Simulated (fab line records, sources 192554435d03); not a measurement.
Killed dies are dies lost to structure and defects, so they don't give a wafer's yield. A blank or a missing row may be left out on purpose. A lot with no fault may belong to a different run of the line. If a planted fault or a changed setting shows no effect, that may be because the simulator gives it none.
fab line records	flow n5Finfet
[record] lots = 9	wafers = 26	lastDay = 21
route steps=1938 shown ZERO_LAYER@16 WELL_APT@30 FIN_SAQP@99 BEOL_M4@1111 PASSIVATION@1936
lots untouched by any fault: they come from a run of this same line in which no faults occurred
startH: start of the lot's first displayed wafer, in hours after the record's first day	waitH: hours elapsed since this lot's preceding step	" as in the row above	L1.1+2: one row covering several wafers at once	- either no value or no given start	* or withheld: withheld	< > ~ a bound
route shown NAME@n: a module of which the file shows steps, and the number in the route of the first	usual: the fault-free wafers' mean and standard deviation	same: alike in all rows	chamber/n: place in a boat	sites: each site's reading	_std_site: their standard deviation	_edge_site: the outer-site mean with the inner-site mean subtracted	radiusMm: for every site, how far away it sits from the centre of the wafer	mask NAME#n: copy n	behind: the last tool/chamber to shape the wafer	hold: cause of the lot's hold/its duration in hours/its outcome	device: whichever transistor did not switch (one of n, p or np)	end of line: the same wafers' tests at the end of the route	step lacking rows: just its recipe	killed: dies lost to structure and defects at the first sort, not the wafer's yield	map: shows each die of a wafer: x if killed, . if not, _ if none is there
set.NAME: the setting the step ran with; set.NAME@STEP: the setting that earlier step ran with	model.NAME: the simulator's own value behind a step, which no gauge read
the route's steps for a sample of lots (tables are steps, rows are wafers)
services: a tool's chamber out of use, with start hour (startH, from the record's first day; less than 0 if before it), hours out, and reason
[[steps]]
[step N5_ZERO_LAYER_ETCH_18]
[recipe] chemistry = HBr/Cl2	target = Si	targetDepthA = 1200	timeS = 40	pressureMtorr = 10	icpW = 800	biasW = 75	HBr_flow_sccm = 150	Cl2_flow_sccm = 80
[usual] drypumpMotorCurrentA = 5.8/0.46	oesProductAu = 0.998/0.016	throttleValvePct = 36.4/0.46
lot.wafer	tool	chamber	startH	waitH	drypumpMotorCurrentA	oesProductAu	rfHoursCounterH	throttleValvePct
L814.2	rieSi-01	1	18.83	0.0	5.4	0.995	3	36.6
L814.4	"	3	"	"	5.5	0.975	109	35.7
L816.2	rieSi-03	2	30.91	0.0	6.5	0.989	29	36.0
L816.3	"	1	"	"	5.9	1.020	0	36.3
L816.5	"	2	"	"	6.5	0.983	-	36.0
L817.2	rieSi-03	0	37.01	0.0	5.9	1.009	15	36.4
L817.4	"	3	"	"	5.4	0.982	108	35.8
L817.5	"	3	"	"	5.4	0.984	-	35.8
L819.2	rieSi-03	2	49.10	0.0	6.5	0.977	29	36.0
L819.4	"	0	"	"	5.9	1.015	15	36.4
L819.5	"	3	"	"	5.4	0.985	-	35.8
L826.1	rieSi-01	3	90.79	0.0	5.5	0.973	111	35.7
L826.2	"	1	"	"	5.4	0.997	4	36.6
L826.6	"	0	"	"	6.2	1.000	-	37.4
L830.3	rieSi-01	1	114.91	0.0	5.4	1.003	5	36.6
L830.4	"	3	"	"	5.5	0.977	111	35.7
L830.5	"	3	"	"	5.5	0.980	-	35.7
L832.2	rieSi-06	1	127.39	0.0	6.2	1.001	115	36.7
L832.3	"	3	"	"	6.3	1.011	190	36.3
L832.6	"	2	"	"	5.8	1.003	-	36.3
L833.2	rieSi-06	0	132.91	0.0	4.8	1.022	9	36.4
L833.3	"	2	"	"	5.8	0.994	193	36.3
L833.4	"	1	"	"	6.2	1.004	115	36.7
L836.4	rieSi-01	0	150.98	0.1	6.2	1.009	-	37.3
L836.5	"	3	"	"	5.5	0.966	-	35.7
L836.6	"	1	"	"	5.4	0.994	-	36.6
[step N5_ZERO_LAYER_STRIP_24]
[recipe] chemistry = O2	powerW = 1000	tempC = 250	overashFraction = 0.3	pressureMtorr = 1000	o2FlowSccm = 6750
[usual] drypumpMotorCurrentA = 6.2/0.33	heaterPowerW = 302/16	oesProductAu = 0.647/0.0043	stripTimeToEndpointS = 43.88/0.14
lot.wafer	tool	chamber	startH	waitH	drypumpMotorCurrentA	heaterPowerW	oesProductAu	rfHoursCounterH	stripTimeToEndpointS
L814.2	plasmaAsher-01	1	18.93	0.1	5.7	329	0.642	81	43.97
L814.4	"	0	"	"	6.6	307	0.647	-	43.85
L816.2	plasmaAsher-01	0	31.02	0.1	6.6	304	0.645	83	43.62
L816.3	"	0	"	"	6.6	298	0.637	-	43.63
L816.5	"	0	"	"	6.6	310	0.647	-	43.64
L817.2	plasmaAsher-01	0	37.11	0.1	6.6	314	0.652	83	43.82
L817.4	"	1	"	"	5.8	328	0.651	-	43.78
L817.5	"	1	"	"	5.8	327	0.640	-	43.90
L819.2	plasmaAsher-01	1	49.21	0.1	5.7	326	0.651	86	43.74
L819.4	"	1	"	"	5.7	324	0.645	-	43.74
L819.5	"	1	"	"	5.8	319	0.651	-	43.71
L826.1	plasmaAsher-01	1	90.89	0.1	5.8	325	0.651	95	43.87
L826.2	"	0	"	"	6.6	314	0.636	95	44.04
L826.6	"	0	"	"	6.6	305	0.643	-	44.08
L830.3	plasmaAsher-01	1	115.04	0.1	5.7	328	0.648	-	43.79
L830.4	"	0	"	"	6.6	310	0.641	-	43.66
L830.5	"	1	"	"	5.7	322	0.650	-	43.73
L832.2	plasmaAsher-02	1	127.49	0.1	6.3	289	0.642	40	43.82
L832.3	"	0	"	"	5.9	288	0.650	-	43.80
L832.6	"	1	"	"	6.4	294	0.648	-	43.82
L833.2	plasmaAsher-02	0	133.02	0.1	5.9	294	0.645	41	43.87
L833.3	"	0	"	"	5.9	287	0.648	-	43.93
L833.4	"	1	"	"	6.4	297	0.646	-	43.99
L836.4	plasmaAsher-02	1	151.08	0.0	6.3	287	0.639	-	44.03
L836.5	"	1	"	"	6.4	289	0.653	-	44.04
L836.6	"	0	"	"	5.9	286	0.652	-	44.14
[step N5_ZERO_LAYER_INSPECT_20]
[recipe] inspectInstrument = darkfield	mode = postClean
[usual] rawDefectCount = 33/13
lot.wafer	tool	chamber	startH	waitH	rawDefectCount
L814.2	defectInspect-02	-	19.29	0.0	34
L814.4	"	-	"	"	50
L816.2	defectInspect-01	-	31.67	0.0	46
L816.3	"	-	"	"	27
L816.5	"	-	"	"	28
L817.2	defectInspect-02	-	37.47	0.0	41
L817.4	"	-	"	"	27
L817.5	"	-	"	"	31
L819.2	defectInspect-02	-	49.57	0.0	18
L819.4	"	-	"	"	21
L819.5	"	-	"	"	36
L826.1	defectInspect-01	-	91.25	0.0	20
L826.2	"	-	"	"	829
L826.6	"	-	"	"	804
L830.3	defectInspect-02	-	115.39	0.0	24
L830.4	"	-	"	"	814
L830.5	"	-	"	"	59
L832.2	defectInspect-01	-	127.85	0.0	33
L832.3	"	-	"	"	18
L832.6	"	-	"	"	31
L833.2	defectInspect-01	-	133.38	0.0	23
L833.3	"	-	"	"	51
L833.4	"	-	"	"	25
L836.4	defectInspect-02	-	151.42	0.0	37
L836.5	"	-	"	"	35
L836.6	"	-	"	"	25
[step N5_WELL_APT_INSPECT_10]
[recipe] mode = adi	inspectInstrument = macro
[usual] rawDefectCount = 2.0/1.6
lot.wafer	tool	chamber	startH	waitH	rawDefectCount
L814.2	defectInspect-02	-	19.78	0.0	1
L814.4	"	-	"	"	4
L816.2	defectInspect-01	-	32.16	0.0	3
L816.3	"	-	"	"	1
L816.5	"	-	"	"	2
L817.2	defectInspect-01	-	37.83	0.0	5
L817.4	"	-	"	"	1
L817.5	"	-	"	"	1
L819.2	defectInspect-01	-	50.05	0.0	3
L819.4	"	-	"	"	1
L819.5	"	-	"	"	4
L826.1	defectInspect-01	-	91.61	0.0	1
L826.2	"	-	"	"	>300
L826.6	"	-	"	"	>300
L830.3	defectInspect-01	-	115.87	0.0	0
L830.4	"	-	"	"	>300
L830.5	"	-	"	"	3
L832.2	defectInspect-01	-	128.34	0.0	3
L832.3	"	-	"	"	3
L832.6	"	-	"	"	0
L833.2	defectInspect-02	-	133.86	0.0	2
L833.3	"	-	"	"	0
L833.4	"	-	"	"	0
L836.4	defectInspect-02	-	151.90	0.0	1
L836.5	"	-	"	"	0
L836.6	"	-	"	"	0
[step N5_WELL_APT_INSPECT_38]
[recipe] inspectInstrument = darkfield	mode = postEpi
[usual] rawDefectCount = 13/5.1
lot.wafer	tool	chamber	startH	waitH	rawDefectCount
L814.2	defectInspect-01	-	22.69	0.4	18
L814.4	"	-	"	"	13
L816.2	defectInspect-02	-	35.17	0.6	22
L816.3	"	-	"	"	28
L816.5	"	-	"	"	13
L817.2	defectInspect-02	-	41.02	0.4	3
L817.4	"	-	"	"	11
L817.5	"	-	"	"	13
L819.2	defectInspect-01	-	53.19	0.4	22
L819.4	"	-	"	"	22
L819.5	"	-	"	"	13
L826.1	defectInspect-02	-	94.67	0.5	13
L826.2	"	-	"	"	826
L826.6	"	-	"	"	770
L830.3	defectInspect-02	-	119.95	0.4	13
L830.4	"	-	"	"	807
L830.5	"	-	"	"	21
L832.2	defectInspect-01	-	131.28	0.4	15
L832.3	"	-	"	"	11
L832.6	"	-	"	"	5
L833.2	defectInspect-02	-	137.22	0.6	16
L833.3	"	-	"	"	15
L833.4	"	-	"	"	6
L836.4	defectInspect-01	-	155.18	0.2	18
L836.5	"	-	"	"	10
L836.6	"	-	"	"	11
[step N5_FIN_SAQP_PECVD_48]
[recipe] material = SiNx	targetThkA = 250	tempC = 400	precursor = SiH4/NH3/N2	pressureTorr = 1.5	rfW = 300	timeS = 22.1
[usual] heaterPowerW = 790/75	showerheadPlenumPTorr = 5.13/0.062	throttleValvePct = 40.2/2.7
lot.wafer	tool	chamber	startH	waitH	heaterPowerW	showerheadPlenumPTorr	throttleValvePct
L814.2	pecvd-03	1	27.26	0.0	846	5.06	41.1
L814.4	"	0	"	"	677	5.21	41.5
L816.2	pecvd-04	2	39.15	0.0	808	5.09	39.0
L816.3	"	0	"	"	854	5.16	42.3
L816.5	"	2	"	"	833	5.11	39.1
L817.2	pecvd-03	1	45.20	0.0	685	5.05	41.0
L817.4	"	0	"	"	764	5.22	41.6
L817.5	"	1	"	"	708	5.06	41.2
L819.2	pecvd-03	1	57.16	0.0	771	5.06	41.2
L819.4	"	2	"	"	769	5.07	36.7
L819.5	"	0	"	"	758	5.24	41.8
L826.1	pecvd-03	2	98.52	0.0	867	5.07	37.1
L826.2	"	1	"	"	864	5.07	41.6
L826.6	"	2	"	"	865	5.07	37.0
L830.3	pecvd-02	0	124.04	0.0	591	5.12	38.1
L830.4	"	1	"	"	903	5.19	41.1
L830.5	"	2	"	"	933	5.06	36.5
L832.2	pecvd-02	2	135.45	0.0	850	5.06	36.4
L832.3	"	0	"	"	659	5.11	38.1
L832.6	"	1	"	"	818	5.18	40.9
L833.2	pecvd-04	2	141.89	0.0	777	5.10	39.0
L833.3	"	0	"	"	774	5.16	42.7
L833.4	"	0	"	"	757	5.15	42.9
L836.4	pecvd-04	2	159.20	0.0	888	5.10	39.3
L836.5	"	0	"	"	869	5.15	43.0
L836.6	"	1	"	"	736	5.18	46.0
[step N5_FIN_SAQP_HM_DEP_72]
[recipe] material = SiO2	targetThkA = 120	tempC = 400	precursor = SiH4/N2O	pressureTorr = 0.75	rfW = 275	timeS = 7.2
[usual] heaterPowerW = 796/71	showerheadPlenumPTorr = 8.14/0.12
lot.wafer	tool	chamber	startH	waitH	heaterPowerW	showerheadPlenumPTorr
L814.2	pecvd-04	2	27.48	0.0	894	8.08
L814.4	"	2	"	"	875	8.08
L816.2	pecvd-03	0	39.32	0.0	760	8.32
L816.3	"	0	"	"	766	8.33
L816.5	"	0	"	"	769	8.33
L817.2	pecvd-02	1	45.42	0.0	865	8.24
L817.4	"	1	"	"	848	8.24
L817.5	"	0	"	"	670	8.11
L819.2	pecvd-02	1	57.32	0.0	832	8.25
L819.4	"	1	"	"	835	8.23
L819.5	"	2	"	"	876	7.99
L826.1	pecvd-04	0	98.69	0.0	740	8.18
L826.2	"	2	"	"	909	8.09
L826.6	"	0	"	"	743	8.21
L830.3	pecvd-03	1	124.20	0.0	765	7.99
L830.4	"	2	"	"	742	8.02
L830.5	"	0	"	"	764	8.34
L832.2	pecvd-03	1	135.62	0.0	821	7.96
L832.3	"	2	"	"	804	8.00
L832.6	"	2	"	"	800	8.00
L833.2	pecvd-03	0	142.06	0.0	717	8.31
L833.3	"	2	"	"	835	8.00
L833.4	"	1	"	"	765	7.99
L836.4	pecvd-02	1	159.37	0.1	887	8.23
L836.5	"	0	"	"	720	8.11
L836.6	"	2	"	"	905	7.99
[step N5_BEOL_M4_RC_MEAS_101]
[usual] DIBL_N = 36.1/2.3	DIBL_P = 36/3.2	IOFF_N = 0.16/0.045	IOFF_P = 0.21/0.049	ION_N = 674/14	ION_P = 462/8.4	SS_N = 71.6/0.83	SS_P = 73.2/0.87	VT_N = 249/3.8	VT_P = -250/3.4
lot.wafer	tool	chamber	startH	waitH	DIBL_N[mV/V]	DIBL_P[mV/V]	IOFF_N[nA/um]	IOFF_P[nA/um]	ION_N[uA/um]	ION_P[uA/um]	SS_N[mV/dec]	SS_P[mV/dec]	VT_N[mV]	VT_P[mV]
L816.2	prober-01	0	260.07	0.2	39.1	42	0.22	0.29	686	468	72.3	74.4	246	-246
L816.3	"	0	"	"	38.2	40	0.20	0.26	679	465	72.0	73.7	248	-246
L816.5	"	0	"	"	36.7	39	0.19	0.26	695	481	71.3	73.7	244	-246
L814.2	prober-01	0	271.85	0.2	33.3	35	0.12	0.19	655	460	70.6	73.0	254	-250
L814.4	"	0	"	"	34.5	36	0.13	0.23	664	464	70.5	72.7	249	-244
L819.2	prober-02	0	277.70	0.2	35.9	36	0.16	0.18	671	449	71.5	74.0	248	-250
L819.4	"	0	"	"	31.9	31	0.10	0.13	663	451	69.7	72.0	252	-256
L819.5	"	0	"	"	35.3	34	0.16	0.17	670	453	70.8	72.7	246	-255
L817.2	prober-02	0	280.86	0.2	35.8	36	0.15	0.20	674	458	71.7	72.9	249	-251
L817.4	"	0	"	"	34.3	34	0.13	0.17	669	461	71.1	72.6	249	-252
L817.5	"	0	"	"	34.7	35	0.14	0.19	677	460	70.5	72.1	249	-251
L826.1	prober-02	0	344.81	0.0	37.5	37	0.18	0.23	666	457	72.6	73.9	248	-250
L826.2	"	0	"	"	32.3	30	0.11	0.14	656	448	70.9	71.3	255	-256
L826.6	"	0	"	"	33.1	31	0.11	0.15	658	453	71.1	72.1	252	-254
L830.3	prober-01	0	355.20	0.3	34.4	36	0.14	0.16	672	458	71.9	72.9	251	-255
L830.4	"	0	"	"	35.0	37	0.14	0.19	678	466	72.0	73.1	254	-256
L830.5	"	0	"	"	35.4	37	0.15	0.19	676	465	72.3	73.5	251	-253
L833.2	prober-02	0	358.83	0.2	37.6	38	0.17	0.20	673	458	71.3	73.8	248	-252
L833.3	"	0	"	"	39.2	41	0.21	0.28	674	466	72.2	75.1	249	-249
L833.4	"	0	"	"	36.5	37	0.15	0.20	675	462	71.2	73.9	248	-254
L832.2	prober-01	0	388.49	0.2	35.1	37	0.15	0.23	659	460	71.3	73.8	250	-250
L832.3	"	0	"	"	36.6	38	0.19	0.23	682	457	72.4	73.2	248	-250
L832.6	"	0	"	"	35.3	37	0.15	0.21	665	454	71.9	73.4	252	-250
L836.4	prober-01	0	394.25	0.5	37.5	39	0.20	0.25	683	463	72.7	73.3	246	-248
L836.5	"	0	"	"	40.1	42	0.24	0.29	679	461	72.7	74.2	246	-248
L836.6	"	0	"	"	37.4	38	0.19	0.24	681	466	72.0	73.7	247	-247
[step N5_PASSIVATION_PROBE_49]
[usual] defectLimitedYield = 90.9/1.6	killed_at_M0_to_M3 = 37/11	killed_at_M4_up = 15/5.6	killedAtContacts = 13/6.4	killedAtFrontEnd = 39/11	killedAtOther = 4/3.1	killedDies = 107/19	killedOnRim = 14/4.3	killedOpen = 71/14	killedShort = 34/7.8	sort_bin_5_function = 5.3/1	sort_bin_6_memory = 3.4/0.72	sortNPass = 1072/20	sortYieldPct = 90.9/1.7
[same] grossDies = 1180	killedAtBackSide = 0	sort_bin_4_leakage[%] = 0	sort_bin_8_speed[%] = 0
lot.wafer	tool	chamber	startH	waitH	defectLimitedYield[%]	killed_at_M0_to_M3	killed_at_M4_up	killedAtContacts	killedAtFrontEnd	killedAtOther	killedDies	killedOnRim	killedOpen	killedShort	sort_bin_5_function[%]	sort_bin_6_memory[%]	sortNPass	sortYieldPct[%]
L816.2	prober-02	-	368.48	0.1	89.5	41	23	26	30	4	124	15	82	34	5.2	4.4	1056	89.5
L816.3	prober-02	-	368.53	0.1	90.3	36	10	15	52	2	115	18	68	37	5.3	3.4	1065	90.3
L816.5	prober-02	-	368.63	0.2	88.6	33	22	16	50	14	135	17	78	48	5.8	4.6	1045	88.6
L814.2	prober-01	-	370.53	0.1	91.1	43	14	10	32	6	105	16	62	38	4.7	3.6	1075	91.1
L814.4	prober-01	-	370.63	0.2	94.2	21	15	4	27	2	69	13	40	25	3.7	2.1	1111	94.2
L817.2	prober-01	-	376.91	0.1	92.5	14	11	29	33	1	88	14	56	24	4.3	2.8	1092	92.5
L817.4	prober-01	-	377.01	0.2	90.5	25	21	13	51	2	112	24	73	38	5.2	3.9	1068	90.5
L817.5	prober-01	-	377.06	0.2	90.1	43	14	22	38	0	117	11	78	32	6.4	3.1	1063	90.1
L826.1	prober-01	-	467.93	0.0	92.6	35	6	11	31	4	87	9	50	37	4.1	3.3	1093	92.6
L826.2	prober-01	-	467.98	0.1	83.3	47	13	19	113	5	197	33	69	39	10.5	4.1	983	83.3
L826.6	prober-01	-	468.18	0.3	86.0	29	11	14	109	2	165	27	54	25	8.3	3.8	1015	86.0
L830.3	prober-01	-	473.93	0.1	91.9	26	18	11	34	6	95	9	62	31	5.0	3.0	1085	91.9
L830.4	prober-01	-	473.98	0.2	83.7	37	16	14	120	5	192	30	78	24	9.8	4.2	988	83.7
L830.5	prober-01	-	474.03	0.2	93.2	18	13	13	34	2	80	11	52	27	4.7	1.8	1100	93.2
L833.2	prober-01	-	496.22	0.1	92.7	25	15	10	34	2	86	15	56	29	4.4	2.7	1094	92.7
L833.3	prober-01	-	496.27	0.1	90.5	36	11	10	52	3	112	9	72	38	5.9	3.2	1068	90.5
L833.4	prober-01	-	496.32	0.2	89.8	48	17	18	36	1	120	20	95	24	6.1	3.7	1060	89.8
// killed by level:class
L816.2 MOL_CONTACT_COAG:geometricParticle:open=22 BEOL_M4:geometricParticle:open=12 DUMMY_GATE:geometricParticle:open=9 BEOL_M0_SAQP:geometricParticle:short=9 BEOL_M3:geometricParticle:open=8 BEOL_M2:geometricParticle:open=7 BEOL_M0_SAQP:geometricParticle:open=6 BEOL_M5:geometricParticle:open=5
L816.3 MOL_CONTACT_COAG:geometricParticle:open=12 FIN_SAQP:geometricParticle:open=10 FIN_SAQP:geometricParticle:short=9 HKMG_FIN:areaEtch=8 BEOL_M2:geometricParticle:open=7 STI_FIN_REVEAL:geometricParticle:open=6 BEOL_M0_SAQP:geometricParticle:short=6 BEOL_M0_SAQP:geometricParticle:open=6
L816.5 FIN_SAQP:geometricParticle:short=11 BEOL_M4:geometricParticle:open=10 FIN_SAQP:geometricParticle:open=9 MOL_CONTACT_COAG:geometricParticle:open=9 BEOL_M3:geometricParticle:open=8 BEOL_M5:geometricParticle:open=7 MOL_CONTACT_COAG:geometricParticle:short=7 BEOL_M0_SAQP:geometricParticle:open=7
L814.2 BEOL_M0_SAQP:geometricParticle:open=15 BEOL_M0_SAQP:geometricParticle:short=13 GATE_CUT:geometricParticle:short=9 MOL_CONTACT_COAG:geometricParticle:open=7 FIN_SAQP:geometricParticle:open=6 GATE_CUT:geometricParticle:open=5 BEOL_M1:geometricParticle:open=5 BEOL_M4:geometricParticle:open=4
L814.4 BEOL_M0_SAQP:geometricParticle:short=7 BEOL_M4:geometricParticle:open=6 DUMMY_GATE:geometricParticle:open=4 GATE_CUT:geometricParticle:open=4 FIN_SAQP:geometricParticle:short=3 FIN_SAQP:geometricParticle:open=3 GATE_CUT:geometricParticle:short=3 BEOL_M0_SAQP:geometricParticle:open=3
L817.2 MOL_CONTACT_COAG:geometricParticle:open=22 FIN_SAQP:geometricParticle:open=9 GATE_CUT:geometricParticle:short=7 BEOL_M1:geometricParticle:open=7 STI_FIN_REVEAL:geometricParticle:open=6 MOL_CONTACT_COAG:geometricParticle:short=5 BEOL_M0_SAQP:geometricParticle:short=4 FIN_SAQP:geometricParticle:short=3
L817.4 BEOL_M4:geometricParticle:open=11 MOL_CONTACT_COAG:geometricParticle:open=10 FIN_SAQP:geometricParticle:open=9 GATE_CUT:geometricParticle:short=9 FIN_SAQP:geometricParticle:short=7 STARTING-WAFER:geometricParticle:open=7 DUMMY_GATE:geometricParticle:open=5 STI_FIN_REVEAL:geometricParticle:open=5
L817.5 MOL_CONTACT_COAG:geometricParticle:open=19 BEOL_M3:geometricParticle:open=13 FIN_SAQP:geometricParticle:short=12 BEOL_M1:geometricParticle:open=10 BEOL_M0_SAQP:geometricParticle:open=7 FIN_SAQP:geometricParticle:open=6 BEOL_M2:geometricParticle:open=4 GATE_CUT:geometricParticle:short=4
L826.1 MOL_CONTACT_COAG:geometricParticle:open=9 BEOL_M0_SAQP:geometricParticle:open=9 BEOL_M0_SAQP:geometricParticle:short=9 BEOL_M1:geometricParticle:open=8 FIN_SAQP:geometricParticle:short=7 FIN_SAQP:geometricParticle:open=5 GATE_CUT:geometricParticle:short=5 STI_FIN_REVEAL:geometricParticle:open=4
L826.2 ZERO_LAYER:unspecified=87 BEOL_M1:geometricParticle:open=16 MOL_CONTACT_COAG:geometricParticle:open=15 BEOL_M0_SAQP:geometricParticle:short=7 BEOL_M0_SAQP:geometricParticle:open=7 BEOL_M4:geometricParticle:open=6 BEOL_M3:geometricParticle:open=5 BEOL_M1:geometricParticle:short=5
L826.6 ZERO_LAYER:unspecified=84 MOL_CONTACT_COAG:geometricParticle:open=8 BEOL_M0_SAQP:geometricParticle:open=7 STI_FIN_REVEAL:geometricParticle:open=6 BEOL_M1:geometricParticle:open=6 BEOL_M0_SAQP:geometricParticle:short=6 MOL_CONTACT_COAG:geometricParticle:short=5 BEOL_M3:geometricParticle:open=5
L830.3 FIN_SAQP:geometricParticle:open=8 STI_FIN_REVEAL:geometricParticle:open=7 GATE_CUT:geometricParticle:short=7 MOL_CONTACT_COAG:geometricParticle:open=7 BEOL_M3:geometricParticle:open=7 BEOL_M0_SAQP:geometricParticle:short=5 BEOL_M4:geometricParticle:open=5 BEOL_M2:geometricParticle:open=4
L830.4 ZERO_LAYER:unspecified=89 BEOL_M3:geometricParticle:open=12 MOL_CONTACT_COAG:geometricParticle:open=11 FIN_SAQP:geometricParticle:open=10 BEOL_M4:geometricParticle:open=9 STI_FIN_REVEAL:geometricParticle:open=6 BEOL_M0_SAQP:geometricParticle:short=6 BEOL_M0_SAQP:geometricParticle:open=5
L830.5 MOL_CONTACT_COAG:geometricParticle:open=11 FIN_SAQP:geometricParticle:short=10 FIN_SAQP:geometricParticle:open=7 BEOL_M3:geometricParticle:open=5 STI_FIN_REVEAL:geometricParticle:open=4 BEOL_M0_SAQP:geometricParticle:open=4 BEOL_M2:geometricParticle:open=4 BEOL_M5:geometricParticle:open=4
L833.2 STI_FIN_REVEAL:geometricParticle:open=10 BEOL_M3:geometricParticle:open=9 MOL_CONTACT_COAG:geometricParticle:open=8 BEOL_M4:geometricParticle:short=6 FIN_SAQP:geometricParticle:open=5 BEOL_M0_SAQP:geometricParticle:short=5 STI_FIN_REVEAL:geometricParticle:short=3 DUMMY_GATE:geometricParticle:open=3
L833.3 STI_FIN_REVEAL:geometricParticle:open=16 BEOL_M3:geometricParticle:open=9 STI_FIN_REVEAL:geometricParticle:short=7 MOL_CONTACT_COAG:geometricParticle:open=7 BEOL_M0_SAQP:geometricParticle:short=6 FIN_SAQP:geometricParticle:open=5 GATE_CUT:geometricParticle:short=5 BEOL_M0:geometricParticle:open=5
L833.4 MOL_CONTACT_COAG:geometricParticle:open=16 BEOL_M3:geometricParticle:open=14 STI_FIN_REVEAL:geometricParticle:open=12 BEOL_M0_SAQP:geometricParticle:open=10 BEOL_M4:geometricParticle:open=8 FIN_SAQP:geometricParticle:open=7 DUMMY_GATE:geometricParticle:open=6 BEOL_M0_SAQP:geometricParticle:short=6
[[services]]
tool	chamber	startH	hours	kind
plasmaAsher-01	-	4.84	0.5	repair
pecvd-02	1	17.44	4.9	repair
pecvd-03	2	21.12	-	clean
pecvd-03	2	21.12	-	consumableReplace:showerhead
pecvd-03	2	21.12	29.0	scheduledDown
pecvd-03	2	21.12	29.0	ventCycle
plasmaAsher-02	-	21.47	1.7	repair
pecvd-02	2	44.45	6.1	repair
rieSi-03	-	55.34	0.1	repair
pecvd-04	-	61.37	0.5	repair
pecvd-03	0	86.17	2.1	scheduledDown
pecvd-02	2	91.69	5.5	scheduledDown
pecvd-02	-	98.74	1.0	repair
pecvd-02	-	106.63	5.5	pm
rieSi-03	2	108.52	10.7	repair
rieSi-03	1	112.46	5.5	repair
pecvd-04	-	128.88	1.7	repair
rieSi-01	2	147.40	13.5	repair
rieSi-03	0	147.93	2.0	repair
rieSi-03	3	156.43	7.0	repair
plasmaAsher-02	-	157.59	1.5	repair
[[key]]
[firstSign] step = N5_ZERO_LAYER_INSPECT_20	reading = rawDefectCount	direction = up	sigmas = 60	usual = 33	struck = 816
[effect] step = N5_WELL_APT_INSPECT_10	reading = rawDefectCount	direction = up	sigmas = 99+	usual = 2.0	struck = >300
[effect] step = N5_WELL_APT_INSPECT_38	reading = rawDefectCount	direction = up	sigmas = 99+	usual = 13	struck = 801
[effect] step = N5_PASSIVATION_PROBE_49	reading = killedAtFrontEnd	direction = up	sigmas = 6.8	usual = 39	struck = 114
[moreKillsBornAt] N5_ZERO_LAYER_STRIP_24@plasmaAsher-01 = 260
metAt N5_ZERO_LAYER_STRIP_24
struckLots L826,L830
struckWafers L826.2,L826.6,L830.4
notActingAt N5_ZERO_LAYER_ETCH_18,N5_FIN_SAQP_PECVD_48,N5_FIN_SAQP_HM_DEP_72
onsetBetween 37.11 90.89
[fault] kind = chamberParticleSource	tool = plasmaAsher-01	chamber = 0	onsetH = 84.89	steps = N5_ZERO_LAYER_STRIP_24	ratePerVisitCm2 = 1.2084	endH = 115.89
